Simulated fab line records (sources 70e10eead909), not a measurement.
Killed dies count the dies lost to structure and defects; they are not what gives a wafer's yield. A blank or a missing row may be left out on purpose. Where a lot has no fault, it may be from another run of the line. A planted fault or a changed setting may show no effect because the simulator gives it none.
Struck lot and sound lot, side by side || flow nand_harc || 21 out of 1302 route steps
Sound: these wafers, L156.2, L156.4, L156.6. Struck: wafers L165.1, L165.4, L165.6. The cause is named last.
For every step that has rows: the tool of each side, followed by ch and its chambers, followed by its first start. Under that, the readings that differ: sound wafers || struck wafers || difference of the means || sigmas: that difference in standard deviations of wafers without a fault.
alike: a reading whose means differ by less than 2 such deviations, as well as words and numbers matching on both sides. not compared: withheld readings; readings where some wafer has no value; bounds like >300 that might hide an equal value; numbers whose values overlap and for which the record gives no deviation.
A row with sigmas, a row that says differs or no value, or rows on one side alone: a step with any of these is where the two part. When numbers do not overlap yet have no deviation, they are printed without sigmas and do not part them. A reading missing from all wafers of one side parts the sides only when that side holds two or more wafers.

NHARC_P_CONTACT_DEP_30: deposits SiNx, target thk 30 nm.
  sound on pecvd-03 ch 0,1,2, day 6 13:12; struck on pecvd-04 ch 1,2, day 10 11:15
  alike: heater_power_w
NHARC_P_CONTACT_DEP_00: deposits SiO2, target thk 500 nm.
  sound on pecvd-03 ch 0,1,2; struck on pecvd-04 ch 1,2
  alike: heater_power_w, mfc_precursor_sccm, throttle_valve_pct
NHARC_P_CONTACT_CMP_01: polishes SiO2, target thk 200 nm.
  sound on cmp-03 ch 1,2,3, day 6 13:55; struck on cmp-02 ch 0,1,2, day 10 11:58
  alike: motor_current_A
then, 8 steps without rows for these wafers: NHARC_P_CONTACT_SRD_03; NHARC_P_CONTACT_DEHYDRATE_04 (time 120 s); NHARC_P_CONTACT_HMDS_05 (time 30 s); NHARC_P_CONTACT_COAT_33 (time 75 s); NHARC_P_CONTACT_COAT_34 (time 65 s); NHARC_P_CONTACT_COAT_06 (resist thk 90 nm); NHARC_P_CONTACT_SOFTBAKE_07 (time 55 s); NHARC_P_CONTACT_EBR_08.
NHARC_P_CONTACT_EXPOSE_09: exposes mask P CA, target cd 90 nm.
  sound on arfi_scanner-01 ch 0, day 6 14:29; struck on arfi_scanner-01 ch 0, day 10 12:40
{"reading": "mask", "sound": "P_CA#0 P_CA#0 P_CA#0", "struck": "P_CA_R1#0 P_CA_R1#0 P_CA_R1#0", "difference": "differs", "sigmas": ""}
  alike: focus_offset_nm
then, 2 steps without rows for these wafers: NHARC_P_CONTACT_PEB_10 (peb time 65 s); NHARC_P_CONTACT_DEVELOP_11 (develop time 35 s).
NHARC_P_CONTACT_CD_MEAS_12: target cd 90 nm.
  sound on cd_sem-02 ch 0, day 6 14:37; struck on cd_sem-03 ch 0, day 10 12:48
  alike: cd_nm
NHARC_P_CONTACT_OVL_MEAS_13:
  sound on overlay-02, day 6 14:43; struck on overlay-02, day 10 12:53
  alike: overlay_x_nm, overlay_y_nm
NHARC_P_CONTACT_INSPECT_14:
  sound on defect_inspect-02, day 6 14:44; struck on defect_inspect-02, day 10 12:55
  alike: raw_defect_count
NHARC_P_CONTACT_DESCUM_17: chemistry O2, time 3 s.
  sound on rie_diel-07 ch 1,2,3, day 6 14:49; struck on rie_diel-07 ch 0,2,3, day 10 12:59
  alike: drypump_motor_current_A, oes_product_au, rf_vpp_V, showerhead_plenum_p_Torr, throttle_valve_pct
  not compared: rf_hours_counter_h, model.P_CONTACT.cd_nm
NHARC_P_CONTACT_ETCH_35: etches the open film in CF4, target depth 39 nm, time 65 s.
  sound on rie_diel-07 ch 0,1, day 6 14:53; struck on rie_diel-07 ch 1,2,3, day 10 13:04
{"reading": "model.P_CONTACT.cd_nm (nm)", "sound": "90.38 89.75 88.42", "struck": "88.28 87.88 87.71", "difference": -1.56, "sigmas": ""}
  alike: cf4_flow_sccm, drypump_motor_current_A, oes_product_au, rf_vpp_V, showerhead_plenum_p_Torr, throttle_valve_pct
  not compared: rf_hours_counter_h
NHARC_P_CONTACT_ETCH_36: etches the open film in N2/H2, target depth 260 nm, time 406.25 s.
  sound on rie_diel-07 ch 1,2,3; struck on rie_diel-07 ch 1,2,3
  alike: drypump_motor_current_A, oes_product_au, rf_vpp_V, showerhead_plenum_p_Torr, throttle_valve_pct
  not compared: rf_hours_counter_h
-- break in the record here, with 18 days between the starts of the struck wafers on either side (left off in module P_CONTACT, picked up again in module END, where the first step shown is number 1302 on the route) --
NHARC_END_SORT_01:
  sound on prober-02 ch 0, day 25 01:34; struck on prober-01 ch 0, day 28 18:58
  alike: killed_at_array, killed_at_other, killed_at_periphery, killed_dies, killed_open, killed_short

## WHERE THEY PART
Within this record, at NHARC_P_CONTACT_EXPOSE_09 only. Later steps at which nothing parts them and some readings are alike: NHARC_P_CONTACT_CD_MEAS_12, NHARC_P_CONTACT_OVL_MEAS_13, NHARC_P_CONTACT_INSPECT_14, NHARC_P_CONTACT_DESCUM_17, NHARC_P_CONTACT_ETCH_35, NHARC_P_CONTACT_ETCH_36, NHARC_END_SORT_01.

WHY: the cause the simulator had injected
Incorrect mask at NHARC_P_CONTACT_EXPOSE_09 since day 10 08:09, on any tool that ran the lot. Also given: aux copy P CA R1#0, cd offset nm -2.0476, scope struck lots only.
